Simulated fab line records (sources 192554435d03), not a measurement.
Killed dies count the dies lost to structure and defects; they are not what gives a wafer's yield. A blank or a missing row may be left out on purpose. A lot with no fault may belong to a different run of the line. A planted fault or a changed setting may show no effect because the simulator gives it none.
What tool caused it?    flow n5 finfet    30 wafers from 10 lots sampled at 5 of the route's 1938 steps

WHAT THE GAUGES READ, wafer by wafer
N5_BEOL_M4_RC_MEAS_101.
lot   measured      on         DIBL_N (mV/V)
L815  day 8 14:59   prober-02  31.8 33.0 34.4
L822  day 10 07:19  prober-01  36.5 38.1 37.2
L824  day 10 13:35  prober-02  37.6 36.0 33.6
L827  day 11 17:28  prober-01  38.3 39.4 38.6
L828  day 11 19:24  prober-01  36.3 37.4 37.3
L829  day 11 17:46  prober-02  38.6 36.4 38.8
L832  day 12 16:20  prober-01  36.3 36.5 36.8
L833  day 12 10:17  prober-02  35.3 35.1 36.7
L837  day 13 21:25  prober-01  38.1 37.5 37.7
L838  day 14 20:04  prober-01  38.1 39.1 38.8

WHICH TOOL RAN EACH LOT (tool, then ch and the chambers of the sampled wafers, then the start)
lot   N5_HKMG_FIN_ETCHBACK_68            N5_HKMG_FIN_ALD_72             N5_GATE_CUT_ETCH_56               N5_GATE_CUT_CMP_02
L815  rie metal-01 ch 0,1, day 4 08:56   cvd w-02 ch 0,1, day 4 09:49   rie metal-02 ch 0,1, day 4 10:51  cmp-03 ch 1,2,3, day 4 13:59
L822  rie metal-03 ch 0,1, day 6 01:19   cvd w-01 ch 0,1, day 6 02:12   rie metal-03 ch 0,1, day 6 03:14  cmp-02 ch 0,2, day 6 06:07
L824  rie metal-03 ch 0,1, day 6 14:10   cvd w-01 ch 0,1, day 6 15:03   rie metal-03 ch 0,1, day 6 16:05  cmp-01 ch 0,1,3, day 6 19:01
L827  rie metal-02 ch 0,1, day 7 07:15   cvd w-02 ch 0,1, day 7 08:07   rie metal-01 ch 0,1, day 7 09:10  cmp-03 ch 2,3, day 7 11:56
L828  rie metal-02 ch 0,1, day 7 13:56   cvd w-02 ch 0,1, day 7 14:50   rie metal-03 ch 0,1, day 7 15:52  cmp-01 ch 0,2,3, day 7 18:40
L829  rie metal-03 ch 0,1, day 7 18:21   cvd w-02 ch 1, day 7 19:14     rie metal-02 ch 0,1, day 7 20:17  cmp-01 ch 1,2,3, day 7 23:04
L832  rie metal-01 ch 0,1, day 8 11:47   cvd w-02 ch 0,1, day 8 12:58   rie metal-02 ch 0,1, day 8 14:00  cmp-02 ch 1,2,3, day 8 18:01
L833  rie metal-02 ch 0,1, day 8 17:28   cvd w-01 ch 0,1, day 8 18:22   rie metal-01 ch 0, day 8 19:24    cmp-03 ch 0,1,2, day 8 22:12
L837  rie metal-02 ch 0,1, day 9 18:06   cvd w-02 ch 0,1, day 9 18:59   rie metal-01 ch 0, day 9 20:01    cmp-03 ch 0,1,3, day 9 22:52
L838  rie metal-02 ch 0,1, day 10 04:09  cvd w-02 ch 0,1, day 10 05:02  rie metal-03 ch 1, day 10 06:12   cmp-01 ch 1,2, day 10 09:07
- N5_HKMG_FIN_ETCHBACK_68: etches the open film in Cl2/Ar, stops on HfO2, target depth 0.5 nm.
- N5_HKMG_FIN_ALD_72: deposits W, target thk 2 nm, pulse time 1 s, purge time 2 s.
- N5_GATE_CUT_ETCH_56: etches TiN in Cl2/Ar, target depth 21.6 nm.
- N5_GATE_CUT_CMP_02: polishes, stops on SiO2, t overpolish 12.7 s, target thk 0 nm.

THE ANSWER, worked out from the rows above alone
Rule: the lots themselves supply what counts as usual. The widest of any qualifying gaps counts: lots, ordered by their means at a reading, are off when they make up no more than a third of the lots, leave a main group of 4 or more, and stand apart from it by 3 or more times the standard deviation of that group's means. Not used: any main group whose means are identical at the precision the tables above print for the reading. A lot without any number at a reading at which 4 lots or more have one is off too. Any other lot the step has rows for is counted as sound.
No lot is off at any reading shown: from this, nothing can be told.

WHAT THE SIMULATOR PUT IN
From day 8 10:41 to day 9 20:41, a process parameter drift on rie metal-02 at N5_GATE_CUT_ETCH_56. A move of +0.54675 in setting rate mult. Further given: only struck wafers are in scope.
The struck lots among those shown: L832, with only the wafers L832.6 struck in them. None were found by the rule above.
